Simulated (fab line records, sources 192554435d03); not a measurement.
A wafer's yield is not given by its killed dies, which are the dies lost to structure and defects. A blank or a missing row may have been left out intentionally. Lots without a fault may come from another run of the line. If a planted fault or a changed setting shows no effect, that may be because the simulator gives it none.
A single fault, viewed from 2 desks -- flow n5 finfet -- only its own numbers are on each desk; what lay behind them is given at the end

FOR THE TOOL OWNER'S DESK: rie diel-02
The tool's own readings at N5_FIN_CUT_CUT_ETCH_26 (etches SiNx in CH3F/O2, target depth 39 nm, time 55.7 s): means of the sampled wafers that have a number, for each lot that ran on this tool. Any lot whose mean is over 4 standard deviations away from the usual mean is out of limits and marked OUT; that distance is given in the brackets.
Columns: A = drypump motor current A at N5_FIN_CUT_CUT_ETCH_26, usual 5.6 A; B = oes product au at N5_FIN_CUT_CUT_ETCH_26, usual 0.79 a.u.; C = rf vpp V at N5_FIN_CUT_CUT_ETCH_26, usual 296 V; D = run length s at N5_FIN_CUT_CUT_ETCH_26, usual 79.1 s; E = showerhead plenum p Torr at N5_FIN_CUT_CUT_ETCH_26, usual 2.02 Torr; F = throttle valve pct at N5_FIN_CUT_CUT_ETCH_26, usual 16.44 %
lot,first seen here,A,B,C,D,E,F
L842,day 4 16:16,5.4,0.77,297,79.1,1.93,16.43
L849,day 6 09:15,5.5,0.75,296,87.0 (+17) OUT,1.89,16.38
L850,day 6 16:28,5.4,0.80,296,86.7 (+16) OUT,2.08,16.47
L854,day 7 15:31,5.4,0.80,296,87.0 (+17) OUT,2.07,16.49
This desk's verdict: out of limits on L849, L850, L854, starting with L849 at day 6 09:15 (run length s at N5_FIN_CUT_CUT_ETCH_26). L842: within limits.

THE METROLOGY DESK
Means of the sampled wafers that have a number, per lot and without regard to the tool the lot ran on: this is what the gauges read. Any lot whose mean is over 4 standard deviations away from the usual mean is out of limits and marked OUT; that distance is given in the brackets. It has 10 readings; the 7 that lie furthest out on some lot are the ones shown.
Columns: A = DIBL_N at N5_BEOL_M4_RC_MEAS_101, usual 35.9 mV/V; B = DIBL_P at N5_BEOL_M4_RC_MEAS_101, usual 35.8 mV/V; C = IOFF_N at N5_BEOL_M4_RC_MEAS_101, usual 0.15 nA/um; D = IOFF_P at N5_BEOL_M4_RC_MEAS_101, usual 0.21 nA/um; E = ION_N at N5_BEOL_M4_RC_MEAS_101, usual 672 uA/um; F = SS_N at N5_BEOL_M4_RC_MEAS_101, usual 71.5 mV/dec; G = SS_P at N5_BEOL_M4_RC_MEAS_101, usual 73.2 mV/dec
lot,first seen here,A,B,C,D,E,F,G
L842,day 10 09:37,35.7,36.0,0.15,0.19,668,71.5,73.0
L849,day 11 20:59,38.4,37.9,0.18,0.24,676,72.6,74.2
L850,day 12 22:49,36.9,36.8,0.15,0.21,682,71.8,73.4
L852,day 13 07:58,33.5,32.9,0.13,0.18,673,70.0,72.2
L854,day 13 22:38,36.8,38.1,0.17,0.23,684,72.0,74.3
Finding of this desk: none of the 5 lots has anything out of limits.

TAKEN TOGETHER
On L849, L850, L854, at day 6 09:15, an alarm was possible from the tool owner's desk.
Metrology desk: nothing out of limits seen.
The metrology desk has L849, L850, L854 on record, within its limits.
Of the lots named, all ran N5_FIN_CUT_CUT_ETCH_26 on rie diel-02.

WHAT HAD BEEN PUT IN BY THE SIMULATOR
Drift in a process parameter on rie diel-02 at N5_FIN_CUT_CUT_ETCH_26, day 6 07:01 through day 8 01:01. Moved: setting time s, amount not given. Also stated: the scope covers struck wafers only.
Shown lots that were struck: L849, L850, L854.
How many hours passed from the start of the fault until each desk's first out-of-limits reading: the tool owner's desk, 2.
